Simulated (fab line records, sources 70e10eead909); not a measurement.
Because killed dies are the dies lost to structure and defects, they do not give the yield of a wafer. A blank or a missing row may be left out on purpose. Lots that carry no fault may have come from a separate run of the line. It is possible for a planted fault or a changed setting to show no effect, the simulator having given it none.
A lot that was struck, set against a sound lot	flow nand_harc	15 out of 1302 route steps
Sound: these wafers, L398.3, L398.4, L398.5. The struck wafers were L405.2, L405.3, L405.4. The cause comes at the end.
Per side, at each step with rows, come the tool, then ch with its chambers, and then its first start. Under that, the readings that differ: sound wafers	struck wafers	difference of the means	sigmas: that difference in standard deviations of wafers without a fault.
alike: a reading whose means differ by less than 2 such deviations, as well as words and numbers matching on both sides. not compared: withheld readings; readings where some wafer has no value; bounds like >300 that might hide an equal value; numbers whose values overlap and for which the record gives no deviation.
The two part at a step that has a row with sigmas, a row that says differs or no value, or rows on one side only. Non-overlapping numbers with no deviation appear without sigmas and do not part them. A reading missing from all wafers of one side parts the sides only when that side holds two or more wafers.

first, 2 steps without rows for these wafers: NHARC_A_CONTACT_STRIP_100 (strips in CF4/CHF3); NHARC_A_CONTACT_STRIP_101 (strips in O2/COS).
NHARC_A_CONTACT_ETCH_102: etches the open film in CF4/O2, target depth 100 nm, overetch 10 nm, time 55 s.
  sound on rie_diel-08 ch 0,1, day 23 12:48; struck on rie_diel-08 ch 0,2,3, day 26 08:29
  alike: chamber_pressure_mTorr, drypump_motor_current_A, oes_product_au, rf_vpp_V, showerhead_plenum_p_Torr, throttle_valve_pct
  not compared: rf_hours_counter_h
NHARC_A_CONTACT_STRIP_55: strips in O2.
  sound on rie_diel-08 ch 1,2,3; struck on rie_diel-08 ch 0,1,3
  alike: chamber_pressure_mTorr, drypump_motor_current_A, oes_product_au, rf_vpp_V, showerhead_plenum_p_Torr, throttle_valve_pct
  not compared: rf_hours_counter_h
then, 1 step without rows for these wafers: NHARC_A_CONTACT_STRIP_56 (strips in post etch residue remover, time 600 s).
NHARC_A_CONTACT_DEP_57: deposits aC, target thk 5300 nm.
  sound on acl_dep-03 ch 0, day 23 15:10; struck on acl_dep-03 ch 0, day 26 14:29
reading	sound	struck	difference	sigmas
susceptor_temp_C (C)	400.45 400.02 400.11	- - -	no value on the struck wafers	
  alike: throttle_valve_pct
NHARC_A_CONTACT_DEP_58: deposits SiON, target thk 90 nm.
  sound on pecvd-04 ch 0,1,2, day 23 17:22; struck on pecvd-02 ch 0,1,2, day 26 17:10
  alike: heater_power_w, susceptor_temp_C
  not compared: since_wet_clean_h
then, 5 steps without rows for these wafers: NHARC_A_CONTACT_DEHYDRATE_59 (time 120 s); NHARC_A_CONTACT_HMDS_60 (time 30 s); NHARC_A_CONTACT_COAT_61 (time 75 s); NHARC_A_CONTACT_COAT_62 (time 65 s); NHARC_A_CONTACT_COAT_63 (resist thk 90 nm).
NHARC_A_CONTACT_SOFTBAKE_64: time 55 s.
  sound on litho_track-04 ch 0, day 23 17:00; struck on litho_track-04 ch 0, day 26 17:00
reading	sound	struck	difference	sigmas
heater_power_total_W (W)	188.37 188.48 188.69	192.74 192.97 192.75	+4.31	+31
then, 1 step without rows for these wafers: NHARC_A_CONTACT_EBR_65.
-- the record jumps here: 2 days lie between the struck wafers' starts before and after (it left off in module A_CONTACT and takes up again in module END, whose first step shown is number 1302 of the route) --
NHARC_END_SORT_01:
  sound on prober-02 ch 0, day 26 07:14; struck on prober-01 ch 0, day 29 03:38
  alike: killed_at_array, killed_at_other, killed_at_periphery, killed_dies, killed_open, killed_short

WHERE THEY PART
Last at NHARC_A_CONTACT_SOFTBAKE_64 as far as this record goes, first at NHARC_A_CONTACT_DEP_57. Later steps at which nothing parts them and some readings are alike: NHARC_END_SORT_01.

WHY: what had been put in by the simulator
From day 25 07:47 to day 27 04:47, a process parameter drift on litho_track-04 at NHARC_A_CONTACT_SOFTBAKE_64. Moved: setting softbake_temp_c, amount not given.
